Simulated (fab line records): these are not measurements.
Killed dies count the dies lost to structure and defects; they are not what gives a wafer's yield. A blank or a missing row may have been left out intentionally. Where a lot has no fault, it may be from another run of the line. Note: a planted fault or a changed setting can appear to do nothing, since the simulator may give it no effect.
fab line records	flow n5_finfet
record lots=7	wafers=21
route steps=1938 shown MOL_CONTACT_COAG@616 BEOL_M0_SAQP@654 BEOL_M1@790 BEOL_M2@868 BEOL_M3@977 BEOL_M4@1040 BEOL_M5@1154
start_h: hours from the record's first day to the start of the lot's first wafer shown	wait_h: hours since the lot's step before	" repeats the value in the row above	L1.1+2: a row that stands for several wafers	- no value present, or no start provided	* or withheld: withheld	< > ~ a bound
route shown NAME@n: NAME is a module with steps in the file, n the number in the route of the first one	usual: the fault-free wafers' mean and standard deviation	same: alike in all rows	chamber/n: place in a boat	sites: each site's reading	_std_site: standard deviation of those values	_edge_site: mean of outer sites minus mean of inner sites	radius_mm: for every site, how far away it sits from the centre of the wafer	mask NAME#n: copy n	behind: the tool/chamber that last shaped the wafer	hold: why the lot was held/for how many hours/how that ended	device: transistor that didn't switch, given as n, p or np	end of line: the route-end tests of the same wafers	a step with no rows: only its recipe	killed: not the wafer's yield, but the dies lost to structure and defects at the first sort	map: dies across one wafer; x = killed, . = not, _ = none there
set.NAME: setting as actually run; set.NAME@STEP: the setting as run at that earlier step	model.NAME: the simulator's own value behind a step, which no gauge read
lots with deliberately changed settings; one table per step, one row per wafer
## steps
# step N5_MOL_CONTACT_COAG_ETCH_124
# recipe chemistry=CH3F/O2	target=SiNx	target_depth_a=65	mask_material=SOC	stop_on=SiOC	over_etch_frac=0.3	ion_energy_ev=120	pressure_mtorr=30	source_w=395	bias_w=73	Ar_flow_sccm=150	CH3F_flow_sccm=30	O2_flow_sccm=20	ends=end_point
# usual rf_vpp_V=297.5/2.1
lot.wafer	tool	chamber	start_h	wait_h	set.bias_w	rf_vpp_V
L078.3	rie_diel-01	1	124.72	0.0	73	300.4
L078.5	"	0	"	"	73	297.2
L078.6	"	1	"	"	73	300.3
L079.1	rie_diel-02	1	132.57	0.0	73	300.0
L079.2	"	3	"	"	73	295.9
L079.3	"	2	"	"	73	293.0
L084.2	rie_diel-02	0	163.18	0.0	77.05	310.0
L084.3	"	1	"	"	77.05	312.0
L084.4	"	3	"	"	73	297.1
L086.1	rie_diel-01	2	177.52	0.0	67.57	275.9
L086.5	"	0	"	"	67.57	281.2
L086.6	"	1	"	"	67.57	281.5
L089.2	rie_diel-01	3	202.82	0.0	73	299.2
L089.5	"	2	"	"	73	295.0
L089.6	"	3	"	"	73	299.9
L092.2	rie_diel-02	2	210.22	0.0	73	293.7
L092.3	"	1	"	"	73	300.1
L092.6	"	2	"	"	73	294.3
L094.2	rie_diel-05	3	223.57	0.0	73	295.7
L094.5	"	3	"	"	82.44	327.2
L094.6	"	2	"	"	82.44	329.1
# step N5_BEOL_M0_SAQP_ETCH_84
# recipe chemistry=N2/H2	target=SOC	target_depth_a=1000	overetch_a=200	mask_material=SiARC	temp_c=40	time_s=150	ion_energy_ev=200	pressure_mtorr=30	source_w=840	bias_w=150	n2_flow_sccm=200	h2_flow_sccm=200
lot.wafer	tool	chamber	start_h	wait_h	set.time_s	model.SiARC_of_BEOL_M0_SAQP_COAT_82.thk_nm
L078.3	rie_diel-03	3	132.63	0.0	150	24.4
L078.5+6	"	2,1	"	"	150	24.2
L079.1	rie_diel-03	2	139.46	0.0	150	24.2
L079.2	"	3	"	"	122.2	25.6
L079.3	"	1	"	"	150	24.4
L084.2	rie_diel-04	2	168.66	0.0	119.6	25.4
L084.3	"	1	"	"	150	24.4
L084.4	"	3	"	"	150	24.2
L086.1+6	rie_diel-03	0	184.05	0.0	150	24.4
L086.5	"	1	"	"	163.8	24
L089.2	rie_diel-03	1	211.81	0.0	150	24.2
L089.5	"	0	"	"	122.4	25
L089.6	"	3	"	"	122.4	25.4
L092.2+3	rie_diel-04	0,1	217.15	0.0	150	24.2
L092.6	"	2	"	"	165.5	23.6
L094.2	rie_diel-04	2	229.36	0.0	135.3	24.8
L094.5	"	2	"	"	150	24.2
L094.6	"	1	"	"	135.3	25
# step N5_BEOL_M1_ETCH_77
# recipe chemistry=N2/H2	target=underlayer	target_depth_a=65	mask_material=CAR-EUV	time_s=5.2	ion_energy_ev=200	pressure_mtorr=30	source_w=840	bias_w=150	n2_flow_sccm=200	h2_flow_sccm=200	ends=cleared
# usual etch_rf_on_time_s=5.18/0.071	rf_vpp_V=524.3/2.2
lot.wafer	tool	chamber	start_h	wait_h	set.source_w	etch_rf_on_time_s	rf_vpp_V
L078.3	rie_diel-06	1	152.69	0.0	840	5.13	523.1
L078.5	"	0	"	"	840	5.13	525.3
L078.6	"	1	"	"	840	5.17	523.2
L079.1	rie_diel-04	1	157.42	0.0	969.9	4.60	499.6
L079.2	"	0	"	"	840	5.30	521.6
L079.3	"	2	"	"	840	5.07	521.5
L084.2	rie_diel-03	0	184.42	0.0	692.7	6.03	556.6
L084.3	"	1	"	"	692.7	6.21	559.9
L084.4	"	2	"	"	692.7	6.09	556.3
L086.1	rie_diel-06	3	201.81	0.0	840	5.11	524.1
L086.5	"	0	"	"	883.8	5.01	518.0
L086.6	"	3	"	"	840	5.14	524.3
L089.2	rie_diel-06	3	228.83	0.0	840	5.18	525.2
L089.5	"	3	"	"	840	5.11	526.5
L089.6	"	0	"	"	840	5.21	525.1
L092.2	rie_diel-06	3	235.07	0.0	840	5.10	525.5
L092.3	"	0	"	"	779	5.54	540.0
L092.6	"	3	"	"	840	5.13	524.2
L094.2	rie_diel-06	2	245.53	0.0	730	5.81	550.1
L094.5	"	1	"	"	840	5.25	523.6
L094.6	"	0	"	"	840	5.22	524.6
# step N5_BEOL_M1_TRENCH_ETCH_37
# recipe chemistry=C4F6/O2	target_depth_a=552.07	target=SiOC	time_s=29	ion_energy_ev=250	pressure_mtorr=30	source_w=355	bias_w=185	Ar_flow_sccm=300	C4F6_flow_sccm=10	O2_flow_sccm=10
lot.wafer	tool	chamber	start_h	wait_h	set.time_s	model.etch.depth_nm	model.BEOL_M1.feature_depth_nm
L078.3	rie_diel-06	0	-	-	29	54.63	54.6
L078.5	"	1	"	"	29	54.1	54.2
L078.6	"	2	"	"	29	55.17	55.2
L079.1	rie_diel-06	2	-	-	29	56.09	56
L079.2	"	3	"	"	29	56.41	56.4
L079.3	"	1	"	"	29	54.87	54.8
L084.2	rie_diel-04	3	-	-	25.83	49.6	49.6
L084.3	"	2	"	"	25.83	49.52	49.6
L084.4	"	3	"	"	29	55.54	55.6
L086.1	rie_diel-04	0	-	-	29	56.14	56.2
L086.5	"	3	"	"	29	55.48	55.4
L086.6	"	0	"	"	29	55.98	56
L089.2	rie_diel-03	2	-	-	25.87	49.83	49.8
L089.5	"	3	"	"	25.87	48.83	48.8
L089.6	"	2	"	"	29	55.48	55.4
L092.2	rie_diel-03	0	-	-	29	55.17	55.2
L092.3	"	2	"	"	31.33	59.71	59.8
L092.6	"	1	"	"	31.33	58.27	58.2
L094.2	rie_diel-06	0	-	-	29	54.45	54.4
L094.5	"	0	"	"	24.14	45.06	45
L094.6	"	1	"	"	24.14	45	45
# step N5_BEOL_M1_ETCH_41
# recipe chemistry=CH3F/O2	target=SiCN	target_depth_a=319	taper_deg=2	time_s=57.8	ion_energy_ev=120	mask_material=TiN	pressure_mtorr=30	source_w=395	bias_w=75	Ar_flow_sccm=150	CH3F_flow_sccm=30	O2_flow_sccm=20
# step N5_BEOL_M1_STRIP_97
# recipe chemistry=N2/H2	time_s=10	power_w=450	temp_c=40	pressure_mtorr=20	rf_frequency_hz=6e+07	bias_power_w=7	n2_flow_sccm=200	h2_flow_sccm=200
# step N5_BEOL_M1_OCD_MEAS_38
# usual trench_depth_nm=55.2/0.69
lot.wafer	tool	chamber	start_h	wait_h	set.time_s@BEOL_M1_TRENCH_ETCH_37	trench_depth_nm
L078.3	ocd-02	-	157.48	-	29	54.9
L078.5	"	-	"	"	29	54.4
L078.6	"	-	"	"	29	55.5
L079.1	ocd-02	-	160.79	-	29	55.7
L079.2	"	-	"	"	29	55.8
L079.3	"	-	"	"	29	54.6
L084.2	ocd-02	-	185.88	-	25.83	49.6
L084.3	"	-	"	"	25.83	49.6
L084.4	"	-	"	"	29	55.5
L086.1	ocd-02	-	204.00	-	29	56.0
L086.5	"	-	"	"	29	55.8
L086.6	"	-	"	"	29	56.4
L089.2	ocd-01	-	234.05	-	25.87	49.1
L089.5	"	-	"	"	25.87	48.6
L089.6	"	-	"	"	29	55.5
L092.2	ocd-02	-	237.30	-	29	55.4
L092.3	"	-	"	"	31.33	59.8
L092.6	"	-	"	"	31.33	58.3
L094.2	ocd-01	-	252.48	-	29	54.0
L094.5	"	-	"	"	24.14	44.6
L094.6	"	-	"	"	24.14	44.8
# step N5_BEOL_M2_COAT_68
# recipe resist=SiARC	temp_c=220	time_s=60	spin_rpm=1500	resist_thk_nm=12
lot.wafer	tool	chamber	start_h	wait_h	set.spin_rpm	model.SiARC_of_BEOL_M2_COAT_68.thk_nm
L078.3+5+6	litho_track-04	0	-	-	1500	12
L079.1+3	litho_track-02	0	-	-	1576	11.8
L079.2	"	0	"	"	1500	12
L084.2+3+4	litho_track-03	0	-	-	1500	12
L086.1+5+6	litho_track-03	0	-	-	1500	12
L089.2+6	litho_track-04	0	-	-	1402	12.4
L089.5	"	0	"	"	1500	12
L092.2+3+6	litho_track-03	0	-	-	1500	12
L094.2+5+6	litho_track-04	0	-	-	1500	12
# step N5_BEOL_M2_EXPOSE_25
# recipe mask_id=V1	na=0.33	source_shape=quasar	sigma_inner=0.2	sigma_outer=0.8	polarization=unpolarized	defocus_nm=5	dose_mj=63
lot.wafer	tool	chamber	start_h	wait_h	mask	set.dose_mj
L078.3+5+6	euv_scanner-02	0	166.08	-	V1#0	63
L079.1+3	euv_scanner-01	0	167.80	-	V1#0	63
L079.2	"	0	"	"	V1#0	60.43
L084.2	euv_scanner-01	0	192.26	-	V1#0	65.54
L084.3+4	"	0	"	"	V1#0	63
L086.1+5	euv_scanner-01	0	209.50	-	V1#0	64.91
L086.6	"	0	"	"	V1#0	63
L089.2+5	euv_scanner-01	0	242.05	-	V1#0	58.68
L089.6	"	0	"	"	V1#0	63
L092.2+3+6	euv_scanner-01	0	244.86	-	V1#0	63
L094.2+5	euv_scanner-01	0	259.18	-	V1#0	63
L094.6	"	0	"	"	V1#0	59.5
# step N5_BEOL_M2_PEB_26
# recipe peb_temp_c=100	peb_time_s=60	resist=CAR-EUV
# step N5_BEOL_M2_DEVELOP_27
# recipe develop_time_s=30	developer=TMAH	resist=CAR-EUV	rinse_liquid=surfactant_rinse	dry=air_spin	dev_temp_c=23
# step N5_BEOL_M2_CD_MEAS_28
# recipe target_cd_nm=26.2	landing_energy_ev=500	detector=se_inlens	target_cd_y_nm=24.1	polarity=opening
# usual cd_nm=26.16/0.25
lot.wafer	tool	chamber	start_h	wait_h	set.dose_mj@BEOL_M2_EXPOSE_25	cd_nm
L078.3	cd_sem-03	0	166.21	-	63	26.30
L078.5	"	0	"	"	63	26.34
L078.6	"	0	"	"	63	26.34
L079.1	cd_sem-02	0	167.95	-	63	25.77
L079.2	"	0	"	"	60.43	25.02
L079.3	"	0	"	"	63	26.27
L084.2	cd_sem-01	0	192.39	-	65.54	26.88
L084.3	"	0	"	"	63	26.44
L084.4	"	0	"	"	63	26.63
L086.1	cd_sem-03	0	209.65	-	64.91	26.94
L086.5	"	0	"	"	64.91	26.76
L086.6	"	0	"	"	63	26.24
L089.2	cd_sem-01	0	242.19	-	58.68	24.57
L089.5	"	0	"	"	58.68	24.33
L089.6	"	0	"	"	63	25.86
L092.2	cd_sem-02	0	245.00	-	63	26.21
L092.3	"	0	"	"	63	25.97
L092.6	"	0	"	"	63	26.44
L094.2	cd_sem-01	0	259.32	-	63	26.55
L094.5	"	0	"	"	63	26.45
L094.6	"	0	"	"	59.5	24.79
# step N5_BEOL_M2_DESCUM_33
# recipe chemistry=O2	time_s=7	source_power_w=50	bias_power_w=20	pressure_mtorr=20	rf_frequency_hz=2.712e+07	temp_c=40	resist=CAR-EUV	o2_flow_sccm=225
# step N5_BEOL_M2_ETCH_77
# recipe chemistry=N2/H2	target=underlayer	target_depth_a=65	mask_material=CAR-EUV	time_s=5.2	ion_energy_ev=200	pressure_mtorr=30	source_w=840	bias_w=150	n2_flow_sccm=200	h2_flow_sccm=200	ends=cleared
# step N5_BEOL_M2_ETCH_69
# recipe chemistry=CF4	target=SiARC	target_depth_a=156	mask_material=CAR-EUV	time_s=26	ion_energy_ev=80	pressure_mtorr=40	source_w=545	bias_w=36	Ar_flow_sccm=100	cf4_flow_sccm=100	ends=cleared
lot.wafer	tool	chamber	start_h	wait_h	set.spin_rpm@BEOL_M2_COAT_68	model.etch.depth_nm
L078.3	rie_diel-01	3	166.95	0.0	1500	11.92
L078.5	"	2	"	"	1500	11.99
L078.6	"	3	"	"	1500	12.05
L079.1+3	rie_diel-01	0,3	168.13	0.0	1576	11.76
L079.2	"	2	"	"	1500	12.05
L084.2	rie_diel-01	1	192.57	0.0	1500	12.03
L084.3+4	"	0,2	"	"	1500	12.05
L086.1+5	rie_diel-05	1	209.82	0.0	1500	12.04
L086.6	"	0	"	"	1500	12.09
L089.2	rie_diel-05	3	242.36	0.0	1402	12.45
L089.5	"	3	"	"	1500	11.99
L089.6	"	0	"	"	1402	12.39
L092.2	rie_diel-02	2	245.17	0.0	1500	11.96
L092.3+6	"	3,0	"	"	1500	11.97
L094.2	rie_diel-01	3	259.49	0.0	1500	11.93
L094.5+6	"	1,0	"	"	1500	11.98
# step N5_BEOL_M3_VIA_ETCH_34
# recipe chemistry=C4F6/O2	target_depth_a=694	mask_material=SOC	pressure_mtorr=15	ion_energy_ev=250	taper_deg=4	time_s=65.9	source_w=350	bias_w=170	Ar_flow_sccm=300	C4F6_flow_sccm=10	O2_flow_sccm=10
# usual rf_vpp_V=665/8.5
lot.wafer	tool	chamber	start_h	wait_h	set.bias_w	rf_vpp_V
L079.1	rie_diel-04	3	182.17	0.0	170	669
L079.2	"	2	"	"	156.9	616
L079.3	"	1	"	"	170	657
L078.3	rie_diel-03	2	190.85	0.0	170	654
L078.5	"	2	"	"	170	653
L078.6	"	1	"	"	170	675
L084.2	rie_diel-06	1	222.55	0.0	170	677
L084.3	"	0	"	"	170	672
L084.4	"	3	"	"	170	656
L086.1	rie_diel-03	3	227.80	0.0	170	660
L086.5	"	3	"	"	170	660
L086.6	"	0	"	"	170	660
L089.2	rie_diel-06	3	261.79	0.0	170	658
L089.5	"	2	"	"	146.8	601
L089.6	"	3	"	"	170	657
L092.2	rie_diel-03	0	262.08	0.0	170	659
L092.3	"	2	"	"	170	653
L092.6	"	1	"	"	170	672
L094.2	rie_diel-06	0	271.83	0.0	170	673
L094.5	"	2	"	"	170	675
L094.6	"	3	"	"	170	657
# step N5_BEOL_M4_ETCH_64
# recipe chemistry=N2/H2	target=SOC	target_depth_a=750	overetch_a=225	mask_material=SiARC	temp_c=40	time_s=121.9	ion_energy_ev=200	pressure_mtorr=30	source_w=840	bias_w=150	n2_flow_sccm=200	h2_flow_sccm=200
# usual rf_vpp_V=522.8/1.3
lot.wafer	tool	chamber	start_h	wait_h	set.bias_w	rf_vpp_V	model.SiARC_of_BEOL_M4_COAT_62.thk_nm
L079.1	rie_diel-02	3	188.06	0.0	135	490.7	7
L079.2	"	1	"	"	150	522.7	6.2
L079.3	"	0	"	"	150	521.0	6.2
L078.3	rie_diel-05	0	196.42	0.0	150	523.5	6.6
L078.5	"	2	"	"	150	520.3	6.2
L078.6	"	0	"	"	150	522.4	6.6
L084.2	rie_diel-01	0	228.88	0.0	150	523.2	6.4
L084.3	"	3	"	"	158.8	542.7	6
L084.4	"	2	"	"	158.8	542.5	5.8
L086.1	rie_diel-05	1	238.23	0.0	150	522.8	6.2
L086.5	"	3	"	"	150	523.4	6.4
L086.6	"	1	"	"	150	523.1	6.2
L089.2	rie_diel-05	2	268.40	0.0	141.2	500.3	6.6
L089.5	"	0	"	"	141.2	503.0	6.8
L089.6	"	1	"	"	150	524.2	6.2
L092.2	rie_diel-01	1	268.96	0.0	125.5	468.5	7.2
L092.3	"	2	"	"	125.5	466.8	7.4
L092.6	"	1	"	"	150	522.0	6
L094.2	rie_diel-01	3	279.88	0.0	150	522.1	6.4
L094.5	"	1	"	"	176	577.8	4.8
L094.6	"	0	"	"	150	523.3	6.2
# step N5_BEOL_M4_COAT_22
# recipe resist=CAR-EUV	spin_rpm=1500	resist_thk_nm=30
lot.wafer	tool	chamber	start_h	wait_h	set.spin_rpm	model.CAR-EUV_of_BEOL_M4_COAT_22.thk_nm
L079.1	litho_track-01	0	-	-	1500	30
L079.2+3	"	0	"	"	1500	30.2
L078.3+5+6	litho_track-02	0	-	-	1500	30.2
L084.2+3	litho_track-02	0	-	-	1431	30.6
L084.4	"	0	"	"	1500	30
L086.1+5+6	litho_track-04	0	-	-	1500	30
L089.2	litho_track-01	0	-	-	1402	31
L089.5+6	"	0	"	"	1500	30
L092.2+6	litho_track-01	0	-	-	1500	30
L092.3	"	0	"	"	1624	28.8
L094.2+5+6	litho_track-04	0	-	-	1500	30
# step N5_BEOL_M4_EBR_24
# recipe solvent=PGMEA	ebr_width_mm=1.5
# step N5_BEOL_M4_SOFTBAKE_23
# recipe temp_c=110	time_s=60	resist=CAR-EUV
# step N5_BEOL_M4_DESCUM_33
# recipe chemistry=O2	time_s=7	source_power_w=50	bias_power_w=20	pressure_mtorr=20	rf_frequency_hz=2.712e+07	temp_c=40	resist=CAR-EUV	o2_flow_sccm=225
lot.wafer	tool	chamber	start_h	wait_h	set.spin_rpm@BEOL_M4_COAT_22	model.CAR-EUV_of_BEOL_M4_COAT_22.thk_nm
L079.1+2+3	rie_diel-02	1,3,0	189.08	0.0	1500	26.2
L078.3+5+6	rie_diel-01	2,1,0	197.90	0.7	1500	26.2
L084.2	rie_diel-02	3	229.68	0.0	1431	26.6
L084.3	"	2	"	"	1431	26.8
L084.4	"	0	"	"	1500	26
L086.1+5	rie_diel-01	2	239.52	0.3	1500	26
L086.6	"	3	"	"	1500	26.2
L089.2	rie_diel-05	2	269.50	0.1	1402	27.2
L089.5	"	2	"	"	1500	26
L089.6	"	0	"	"	1500	26.2
L092.2	rie_diel-01	1	269.88	0.0	1500	26
L092.3	"	3	"	"	1624	25
L092.6	"	3	"	"	1500	26.2
L094.2+5	rie_diel-02	2,3	281.44	0.4	1500	26
L094.6	"	0	"	"	1500	26.2
# step N5_BEOL_M4_ETCH_70
# recipe chemistry=N2/H2	target=SOC	target_depth_a=800	overetch_a=240	mask_material=SiARC	temp_c=40	time_s=130	ion_energy_ev=200	pressure_mtorr=30	source_w=840	bias_w=150	n2_flow_sccm=200	h2_flow_sccm=200
lot.wafer	tool	chamber	start_h	wait_h	set.time_s	model.SiARC_of_BEOL_M4_COAT_68.thk_nm
L079.1	rie_diel-01	2	190.95	0.0	130	5.6
L079.2	"	0	"	"	130	6
L079.3	"	1	"	"	130	5.8
L078.3+6	rie_diel-05	0	206.71	0.0	130	6
L078.5	"	1	"	"	130	5.8
L084.2	rie_diel-02	1	233.50	0.0	130	5.8
L084.3	"	3	"	"	102.4	7.2
L084.4	"	2	"	"	130	6.2
L086.1	rie_diel-05	1	243.45	0.0	130	5.6
L086.5	"	3	"	"	108.2	7
L086.6	"	2	"	"	130	5.8
L089.2	rie_diel-02	0	274.43	0.0	158.4	4.6
L089.5	"	2	"	"	158.4	5
L089.6	"	3	"	"	158.4	4.4
L092.2	rie_diel-02	1	278.36	0.0	130	5.8
L092.3+6	"	2	"	"	130	6.2
L094.2	rie_diel-05	1	284.92	0.0	130	5.6
L094.5+6	"	3,2	"	"	130	5.8
# step N5_BEOL_M4_TRENCH_ETCH_37
# recipe chemistry=C4F6/O2	target_depth_a=555.55	target=SiOC	time_s=29.2	ion_energy_ev=250	pressure_mtorr=30	source_w=355	bias_w=185	Ar_flow_sccm=300	C4F6_flow_sccm=10	O2_flow_sccm=10
# usual rf_vpp_V=665/4.6
lot.wafer	tool	chamber	start_h	wait_h	set.source_w	rf_vpp_V
L079.1	rie_diel-01	2	-	-	415.4	609
L079.2	"	0	"	"	355	666
L079.3	"	1	"	"	415.4	617
L078.3	rie_diel-05	0	-	-	355	655
L078.5	"	1	"	"	355	672
L078.6	"	0	"	"	355	657
L084.2	rie_diel-02	1	-	-	355	670
L084.3	"	3	"	"	355	665
L084.4	"	2	"	"	355	658
L086.1	rie_diel-05	1	-	-	355	671
L086.5	"	3	"	"	330.8	689
L086.6	"	2	"	"	355	667
L089.2	rie_diel-02	0	-	-	355	663
L089.5	"	2	"	"	355	659
L089.6	"	3	"	"	355	664
L092.2	rie_diel-02	1	-	-	294	738
L092.3	"	2	"	"	355	659
L092.6	"	2	"	"	355	660
L094.2	rie_diel-05	1	-	-	355	670
L094.5	"	3	"	"	414.9	613
L094.6	"	2	"	"	414.9	615
# step N5_BEOL_M5_ETCH_68
# recipe chemistry=N2/H2	target=SOC	target_depth_a=800	overetch_a=160	mask_material=SiARC	temp_c=40	time_s=120	ion_energy_ev=200	pressure_mtorr=30	source_w=840	bias_w=150	n2_flow_sccm=200	h2_flow_sccm=200
# usual rf_vpp_V=523.7/2
lot.wafer	tool	chamber	start_h	wait_h	set.bias_w	rf_vpp_V	model.SiARC_of_BEOL_M5_COAT_66.thk_nm
L079.1	rie_diel-03	1	207.20	0.0	150	526.5	6.4
L079.2	"	0	"	"	165.3	555.2	5.6
L079.3	"	2	"	"	165.3	554.9	5.6
L078.3	rie_diel-04	1	215.12	0.0	150	525.2	6.4
L078.5	"	0	"	"	150	522.2	6.4
L078.6	"	2	"	"	150	521.3	6.4
L084.2	rie_diel-04	2	243.60	0.0	125.4	465.6	7.6
L084.3	"	3	"	"	125.4	468.6	7.6
L084.4	"	1	"	"	150	525.0	6.4
L086.1	rie_diel-04	0	255.73	0.0	133.7	485.5	7.2
L086.5	"	2	"	"	150	520.6	6.4
L086.6	"	1	"	"	150	525.8	6.4
L089.2	rie_diel-06	3	284.62	0.0	150	524.9	6.4
L089.5	"	1	"	"	150	519.5	6.4
L089.6	"	2	"	"	150	523.7	6.4
L092.2	rie_diel-03	1	289.09	0.0	133.8	489.2	7.2
L092.3	"	0	"	"	150	522.7	6.4
L092.6	"	0	"	"	133.8	487.3	7.2
L094.2	rie_diel-03	3	297.55	0.0	150	527.4	6.4
L094.5	"	0	"	"	135.7	490.2	7
L094.6	"	1	"	"	135.7	491.8	7
## key
split step=N5_MOL_CONTACT_COAG_ETCH_124	setting=bias_w	stated=73	by=wafer
response step=N5_MOL_CONTACT_COAG_ETCH_124	reading=rf_vpp_V	change=+2.51	per=1%	r=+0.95
split step=N5_BEOL_M0_SAQP_ETCH_84	setting=time_s	stated=150	by=wafer
response step=N5_BEOL_M0_SAQP_ETCH_84	reading=model.SiARC_of_BEOL_M0_SAQP_COAT_82.thk_nm	change=-0.0591	per=1%	r=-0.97
split step=N5_BEOL_M1_ETCH_77	setting=source_w	stated=840	by=wafer
response step=N5_BEOL_M1_ETCH_77	reading=etch_rf_on_time_s	change=*	per=1%	r=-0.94
response step=N5_BEOL_M1_ETCH_77	reading=rf_vpp_V	change=-1.67	per=1%	r=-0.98
split step=N5_BEOL_M1_TRENCH_ETCH_37	setting=time_s	stated=29	by=wafer
response step=N5_BEOL_M1_TRENCH_ETCH_37	reading=model.etch.depth_nm	change=+0.551	per=1%	r=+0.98
response step=N5_BEOL_M1_TRENCH_ETCH_37	reading=model.BEOL_M1.feature_depth_nm	change=+0.55	per=1%	r=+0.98
response step=N5_BEOL_M1_OCD_MEAS_38	reading=trench_depth_nm	change=+0.553	per=1%	r=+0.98
split step=N5_BEOL_M2_COAT_68	setting=spin_rpm	stated=1500	by=wafer
response step=N5_BEOL_M2_COAT_68	reading=model.SiARC_of_BEOL_M2_COAT_68.thk_nm	change=-0.0531	per=1%	r=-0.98
response step=N5_BEOL_M2_ETCH_69	reading=model.etch.depth_nm	change=-0.0623	per=1%	r=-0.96
split step=N5_BEOL_M2_EXPOSE_25	setting=dose_mj	stated=63	by=wafer
response step=N5_BEOL_M2_CD_MEAS_28	reading=cd_nm	change=+0.221	per=1%	r=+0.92
split step=N5_BEOL_M3_VIA_ETCH_34	setting=bias_w	stated=170	by=wafer
response step=N5_BEOL_M3_VIA_ETCH_34	reading=rf_vpp_V	change=+4.62	per=1%	r=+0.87
split step=N5_BEOL_M4_ETCH_64	setting=bias_w	stated=150	by=wafer
response step=N5_BEOL_M4_ETCH_64	reading=rf_vpp_V	change=+3.26	per=1%	r=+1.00
response step=N5_BEOL_M4_ETCH_64	reading=model.SiARC_of_BEOL_M4_COAT_62.thk_nm	change=-0.083	per=1%	r=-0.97
split step=N5_BEOL_M4_COAT_22	setting=spin_rpm	stated=1500	by=wafer
response step=N5_BEOL_M4_COAT_22	reading=model.CAR-EUV_of_BEOL_M4_COAT_22.thk_nm	change=-0.145	per=1%	r=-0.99
response step=N5_BEOL_M4_DESCUM_33	reading=model.CAR-EUV_of_BEOL_M4_COAT_22.thk_nm	change=-0.148	per=1%	r=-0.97
split step=N5_BEOL_M4_ETCH_70	setting=time_s	stated=130	by=wafer
response step=N5_BEOL_M4_ETCH_70	reading=model.SiARC_of_BEOL_M4_COAT_68.thk_nm	change=-0.0646	per=1%	r=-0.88
split step=N5_BEOL_M4_TRENCH_ETCH_37	setting=source_w	stated=355	by=wafer
response step=N5_BEOL_M4_TRENCH_ETCH_37	reading=rf_vpp_V	change=-3.66	per=1%	r=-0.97
split step=N5_BEOL_M5_ETCH_68	setting=bias_w	stated=150	by=wafer
response step=N5_BEOL_M5_ETCH_68	reading=rf_vpp_V	change=+3.39	per=1%	r=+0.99
response step=N5_BEOL_M5_ETCH_68	reading=model.SiARC_of_BEOL_M5_COAT_66.thk_nm	change=-0.0728	per=1%	r=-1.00
